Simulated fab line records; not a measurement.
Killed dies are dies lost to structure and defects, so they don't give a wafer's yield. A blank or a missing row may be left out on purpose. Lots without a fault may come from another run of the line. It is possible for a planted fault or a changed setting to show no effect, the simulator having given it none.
Matching of chambers / flow n5 finfet / cmp-02 running N5_HKMG_FIN_CMP_23: 4 sister chambers
The step polishes, stops on SiNx, t overpolish 10 s, target thk 46.326 nm. 7 wafers are shown with their chamber, then 7 later ones without.

== WAFERS WITH THEIR CHAMBER ==
wafer=L084.2; chamber=1; motor current A (A)=12.4; time to endpoint s (s)=6
wafer=L085.6; chamber=3; motor current A (A)=13.0; time to endpoint s (s)=12
wafer=L090.2; chamber=1; motor current A (A)=13.1; time to endpoint s (s)=13
wafer=L090.3; chamber=0; motor current A (A)=11.5; time to endpoint s (s)=14
wafer=L090.5; chamber=2; motor current A (A)=9.1; time to endpoint s (s)=15
wafer=L093.3; chamber=2; motor current A (A)=9.9; time to endpoint s (s)=10
wafer=L093.4; chamber=3; motor current A (A)=12.9; time to endpoint s (s)=11

== WAFERS WITH NO CHAMBER GIVEN ==
wafer=L093.6; motor current A (A)=10.1; time to endpoint s (s)=9
wafer=L094.1; motor current A (A)=11.1; time to endpoint s (s)=11
wafer=L094.5; motor current A (A)=11.6; time to endpoint s (s)=9
wafer=L094.6; motor current A (A)=13.2; time to endpoint s (s)=8
wafer=L096.2; motor current A (A)=9.3; time to endpoint s (s)=11
wafer=L096.4; motor current A (A)=10.8; time to endpoint s (s)=15
wafer=L096.6; motor current A (A)=13.3; time to endpoint s (s)=13

== WHICH CHAMBER EACH ONE RAN IN ==
wafer=L093.6; from the rows above=can't be placed: 2 or 0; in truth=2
wafer=L094.1; from the rows above=0; in truth=0
wafer=L094.5; from the rows above=can't be placed: 0 or 1 or 3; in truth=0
wafer=L094.6; from the rows above=can't be placed: 1 or 3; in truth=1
wafer=L096.2; from the rows above=2; in truth=2
wafer=L096.4; from the rows above=can't be placed: 0 or 2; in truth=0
wafer=L096.6; from the rows above=can't be placed: 3 or 1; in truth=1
Placed correctly: 2 of 7. From these rows, 5 cannot be placed; in 5 the true chamber is one of the candidates. Number placed wrongly: 0.
How it was worked out, from the rows above alone: a wafer's distance from a chamber is the root of the sum, over the readings, of the square of ((its reading less the chamber's mean) divided by the reading's scatter). If the next closest chamber is less than 2 further off than the closest, the wafer can't be placed; otherwise it belongs to the closest. The mean given for a chamber averages the wafers shown for that chamber. How the scatter is found: for the shown wafers, subtract from each reading the mean of its chamber, square and add these, divide the total by (wafers less chambers), then take the root.
